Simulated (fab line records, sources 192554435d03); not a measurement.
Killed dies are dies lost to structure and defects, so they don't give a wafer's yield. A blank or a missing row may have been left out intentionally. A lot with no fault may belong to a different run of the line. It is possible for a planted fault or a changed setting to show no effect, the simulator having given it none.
Split-lot experiment    flow n5 finfet    on a route of 1938 steps: 7 lots, 21 wafers read

THE SPLIT ITSELF
At N5_BEOL_M7_VIA_ETCH_34 (etches SiCOH lowk in C4F6/O2, target depth 125.5 nm, time 50.5 s), the setting bias w was moved away from the recipe's 185 W on 9 of the 21 wafers read, by -4.8% to +15.7%. All remaining wafers had this setting at the recipe value.

The split's own step is where the reading is taken.

THE READING
rf vpp V, in V, at N5_BEOL_M7_VIA_ETCH_34 (etches SiCOH lowk in C4F6/O2, target depth 125.5 nm, time 50.5 s). Typical for fault-free wafers on this fab line: 667 V, with standard deviation 7.7 V.

wafer   tool, chamber at the split  bias w as run, W  against the recipe  rf vpp V, V  against lot-mates on the recipe
L074.3  rie diel-03, 2              176.1             -4.8%               637          -27
L074.5  rie diel-03, 3              176.1             -4.8%               651          -13
L074.6  rie diel-03, 2              185               recipe              664          -
L076.1  rie diel-04, 0              197               +6.5%               692          no lot-mate on the recipe
L076.4  rie diel-04, 2              197               +6.5%               699          no lot-mate on the recipe
L076.6  rie diel-04, 0              197               +6.5%               692          no lot-mate on the recipe
L079.1  rie diel-03, 2              185               recipe              663          -
L079.2  rie diel-03, 1              185               recipe              677          -
L079.6  rie diel-03, 0              185               recipe              658          -
L082.4  rie diel-03, 0              211.6             +14.4%              732          no lot-mate on the recipe
L082.5  rie diel-03, 2              211.6             +14.4%              738          no lot-mate on the recipe
L082.6  rie diel-03, 1              211.6             +14.4%              752          no lot-mate on the recipe
L087.1  rie diel-03, 0              185               recipe              659          -
L087.2  rie diel-03, 3              185               recipe              676          -
L087.4  rie diel-03, 1              185               recipe              678          -
L085.4  rie diel-04, 1              185               recipe              668          -
L085.5  rie diel-04, 0              214.1             +15.7%              739          +70
L085.6  rie diel-04, 1              185               recipe              669          -
L090.2  rie diel-01, 1              185               recipe              668          -
L090.5  rie diel-01, 0              185               recipe              658          -
L090.6  rie diel-01, 3              185               recipe              677          -

THE FIT
A straight line over all 21 wafers: rf vpp V changes by +4.85 V for each +1% of bias w; r = +0.97; the points scatter about the line by 7.7 V.
The same after taking each lot's own level away (the mean of its wafers on the recipe; 15 wafers): +4.43 V for each +1%; r = +0.94; scatter 7.3 V.
Per that fit: largest bias w move, reading shift of 70 V.
Measured against the standard deviation above, the lots' own levels, which go from 664.0 to 671.0 V, span 0.9 times it.
The two slopes agree, so the slope changes little with the lot-to-lot level.
Check: for one of the wafers moved furthest among these (+15.7%), held out of the fit, the line's prediction against its lot-mates is +65.4 V. It came out at +70.5 V against them.
Tool readings at the split's step, against how far the setting was moved: rf vpp V r = +0.97.

FURTHER SPLITS ON THESE WAFERS
Before the reading, these wafers also passed through other splits. Each is held against what the fit with the lots' levels taken away leaves over:
other split on the same wafers  wafers away from the commonest value  r with rf vpp V (lot level and that fit taken away)
N5_BEOL_M4_DESCUM_16 time s     8                                     -0.12
N5_BEOL_M5_COAT_66 spin rpm     8                                     +0.11
N5_BEOL_M5_COAT_22 spin rpm     5                                     -0.17
N5_BEOL_M6_ETCH_61 bias w       9                                     +0.20

FILE'S OWN FIT
rf vpp V changes by +4.45 V for each +1% of bias w, r = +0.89.
